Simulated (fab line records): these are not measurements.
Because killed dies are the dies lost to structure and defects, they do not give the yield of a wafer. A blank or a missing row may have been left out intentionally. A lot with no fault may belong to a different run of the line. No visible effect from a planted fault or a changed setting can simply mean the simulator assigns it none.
A lot that was struck, set against a sound lot | flow n5-finfet | 24 steps out of a route of 1938
Sound: these wafers, L528.2, L528.4, L528.6. Wafers L537.2, L537.4, L537.6 were the ones struck. At the end, the cause is stated.
At each step with rows: each side's tool, then ch and its chambers, then its first start. Under that, the readings that differ: sound wafers | struck wafers | difference of the means | sigmas: that difference in standard deviations of wafers without a fault.
alike: same words and numbers on both sides, and readings whose means sit less than 2 such deviations apart. not compared: any withheld reading, any reading some wafer has no value for, any bound like >300 that may hide the same value, and any number with overlapping values for which the record gives no deviation.
The two part at a step that has a row with sigmas, a row that says differs or no value, or rows on one side only. Numbers that have no deviation but don't overlap get no sigmas and don't part them. A reading missing from all wafers of one side parts the sides only when that side holds two or more wafers.

first, 10 steps without rows for these wafers: N5_BEOL_M4_DESCUM_16 (chemistry O2, time 7 s); N5_BEOL_M4_ETCH_74 (etches underlayer in N2/H2, target depth 6.5 nm, time 5.2 s); N5_BEOL_M4_ETCH_63 (etches SiARC in CF4, target depth 15.6 nm, time 26 s); N5_BEOL_M4_ETCH_64 (etches SOC in N2/H2, target depth 75 nm, overetch 22.5 nm, time 121.9 s); N5_BEOL_M4_STRIP_65 (strips in N2/H2); N5_BEOL_M4_STRIP_75 (strips in N2/H2); N5_BEOL_M4_STRIP_66 (strips in CF4); N5_BEOL_M4_HM_OPEN_17 (chemistry Cl2/BCl3, target TiN, target depth 20 nm, overetch 6 nm); N5_BEOL_M4_STRIP_19 (strips in O2); N5_BEOL_M4_COAT_67 (time 60 s, resist thk 60 nm).
N5_BEOL_M4_COAT_68: time 60 s, resist thk 12 nm.
  sound on litho-track-01 ch 0, day 7 03:35; struck on litho-track-01 ch 0, day 10 09:26
  reading              | sound                | struck               | difference | sigmas
  spin-speed-rpm (rpm) | 1498.8 1498.5 1501.9 | 1546.0 1546.1 1548.1 | +47.0      | +47
then, 9 steps without rows for these wafers: N5_BEOL_M4_COAT_76 (time 60 s, resist thk 5 nm); N5_BEOL_M4_COAT_22 (resist thk 30 nm); N5_BEOL_M4_EBR_24; N5_BEOL_M4_SOFTBAKE_23 (time 60 s); N5_BEOL_M4_EXPOSE_25 (exposes mask V3, defocus 5 nm); N5_BEOL_M4_PEB_26 (peb time 60 s); N5_BEOL_M4_DEVELOP_27 (develop time 30 s); N5_BEOL_M4_DESCUM_33 (chemistry O2, time 7 s); N5_BEOL_M4_ETCH_77 (etches underlayer in N2/H2, target depth 6.5 nm, time 5.2 s).
N5_BEOL_M4_ETCH_69: etches SiARC in CF4, target depth 15.6 nm, time 26 s.
  sound on rie-diel-04 ch 1,2,3, day 7 04:02; struck on rie-diel-01 ch 1,2,3, day 10 10:32
  reading                  | sound             | struck           | difference | sigmas
  model.etch.depth-nm (nm) | 11.98 11.98 11.98 | 11.8 11.78 11.79 | -0.2       |
  alike: chamber-pressure-mTorr, drypump-motor-current-A, etch-rf-on-time-s, oes-product-au, rf-vpp-V, showerhead-plenum-p-Torr, throttle-valve-pct
  not compared: rf-hours-counter-h
then, 1 step without rows for these wafers: N5_BEOL_M4_ALD_98 (deposits SiO2, target thk 2.5 nm, pulse time 1 s, co reactant pulse time 1 s).
N5_BEOL_M4_RC_MEAS_101:
  sound on prober-01 ch 0, day 7 14:14; struck on prober-01 ch 0, day 10 16:23
  reading        | sound             | struck            | difference | sigmas
  IOFF_P (nA/um) | 0.184 0.213 0.173 | 0.252 0.228 0.254 | +0.055     | +2
  alike: DIBL_N, DIBL_P, IOFF_N, ION_N, ION_P, SS_N, SS_P, VT_N, VT_P
after that, 1 step had no rows for these wafers: N5_PASSIVATION_PROBE_49.

## WHERE THEY PART
First at N5_BEOL_M4_COAT_68; last, within this record, at N5_BEOL_M4_RC_MEAS_101.

WHY: what the simulator had put in
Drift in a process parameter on litho-track-01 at N5_BEOL_M4_COAT_68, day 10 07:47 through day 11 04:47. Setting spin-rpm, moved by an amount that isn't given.
